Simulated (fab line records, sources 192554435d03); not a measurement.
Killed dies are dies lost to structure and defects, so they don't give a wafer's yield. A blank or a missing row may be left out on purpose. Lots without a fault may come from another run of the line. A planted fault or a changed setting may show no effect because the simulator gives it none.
Problem report in the 8D (eight disciplines) form, filled by code | flow n5_finfet | the parts of the form that need people (team, actions taken, sign-off) are left out

1. THE PROBLEM
plate_temp_C at N5_MOL_CONTACT_COAG_COAT_103 reads a mean of 252.84 C on 6 wafers of 2 lots; wafers without a fault read 250.03 C with a standard deviation of 0.16. That is +18 standard deviations from the usual mean.
The step: time 60 s, resist thk 80 nm.
First seen on wafer L984.1, day 7 10:04, on litho_track-03. The record holds 27 wafers of 9 lots with a number at this step. Rule for "out", or "out of limits": more than 4 standard deviations from the usual mean. The other wafers with a number count as sound.

2. WHAT IT IS AND WHAT IT IS NOT
question                    | is                     | is not
which readings at this step | plate_temp_C           | resist_line_temp_C
which lots                  | L984, L987             | L978, L980, L981, L982, L992, L995, L999
which wafers of those lots  | all that have a number | -
read on which tools         | litho_track-03         | litho_track-01, litho_track-04
when                        | from day 7 10:04       | up to then (12 sound wafers); but 9 sound wafers of L992, L995, L999 came after

3. SUSPECTS, AND WHAT RULES EACH OUT
Counting: a tool at a process step up to the reading stays a suspect if it ran every lot that is out and no sound lot after the first of them.
- plasma_asher-01 at N5_GATE_CUT_STRIP_21 (strips in N2/H2, time 30 s): kept. It ran every lot that is out, first L984 (day 7 06:49), and no sound lot after that; its last sound lot up to then is L981 (day 6 04:19).
- litho_track-03 at N5_MOL_CONTACT_COAG_COAT_103 (time 60 s, resist thk 80 nm): ruled out as a lasting fault. Sound lots L999 ran on it after its first lot that is out, L984 (day 7 10:04).
Left after counting: plasma_asher-01 at N5_GATE_CUT_STRIP_21.

4. THE CAUSE (what the simulator had put in)
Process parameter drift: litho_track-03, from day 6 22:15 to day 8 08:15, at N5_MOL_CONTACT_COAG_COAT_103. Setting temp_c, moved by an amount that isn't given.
Counting ruled it out, wrongly.

5. THE CHAIN OF EFFECTS, in route order
Each row: a reading whose mean over the struck wafers that have a number lies more than 3 standard deviations from the usual. Only readings for which the record gives a usual standard deviation are gone through. hours: the time from each lot's start at the first step in this table that gives one to its start at this step, as a median over the lots. sigmas: the change in usual standard deviations.
hours | step                         | reading              | usual    | on struck wafers | change | sigmas
0     | N5_MOL_CONTACT_COAG_COAT_103 | heater_power_total_W | 500.3 W  | 507.5            | +7.2   | +3.8
0     | N5_MOL_CONTACT_COAG_COAT_103 | plate_temp_C         | 250.03 C | 252.84           | +2.81  | +18
The process steps in it:
- N5_MOL_CONTACT_COAG_COAT_103: time 60 s, resist thk 80 nm.
Later measuring or inspecting steps at which every struck wafer that the step has a row for has a number for every such reading, and none has moved that far: N5_BEOL_M4_RC_MEAS_101.

6. WHAT WOULD HAVE CAUGHT IT SOONER
In this record the first reading out of limits was taken at day 7 10:04, 12 hours after the fault began at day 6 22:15.
